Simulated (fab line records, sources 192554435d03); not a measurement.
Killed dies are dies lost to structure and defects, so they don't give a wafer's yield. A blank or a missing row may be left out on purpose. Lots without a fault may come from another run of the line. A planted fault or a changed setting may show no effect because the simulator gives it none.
Chamber matching | flow n5_finfet | N5_FIN_SAQP_SPACER2_ALD_28 on ald_sin-03: 4 sister chambers
The step deposits SiO2, target thk 8.1 nm, pulse time 1 s, purge time 2 s. 4 wafers are shown with their chamber, then 7 later ones without.

WAFERS WITH THEIR CHAMBER
wafer  | chamber | heater_power_w (W)
L093.1 | 0       | 535
L093.3 | 2       | 395
L093.4 | 3       | 431
L093.5 | 1       | 467

WAFERS WITHOUT THEIR CHAMBER
wafer  | heater_power_w (W)
L093.6 | 528
L095.4 | 429
L095.5 | 390
L095.6 | 425
L097.1 | 441
L097.3 | 386
L097.4 | 519

WHICH CHAMBER EACH WENT THROUGH
wafer  | from the rows above     | in truth
L093.6 | 0                       | 0
L095.4 | 3                       | 3
L095.5 | 2                       | 2
L095.6 | 3                       | 3
L097.1 | can't be placed: 3 or 1 | 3
L097.3 | 2                       | 2
L097.4 | 0                       | 0
Placed correctly: 6 of 7. Can't be placed from these rows: 1 (the true chamber is among the candidates in 1). Placed wrongly: 0.
How it was worked out, from the rows above alone: a wafer's distance from a chamber is the root of the sum, over the readings, of the square of ((its reading less the chamber's mean) divided by the reading's scatter). The wafer belongs to the nearest chamber; if the next one is less than 2 further off, it can't be placed. A chamber's mean is the mean of its shown wafers. The scatter: with one shown wafer a chamber, the root of the mean of the squares of how far each hidden wafer lies from its nearest shown one.
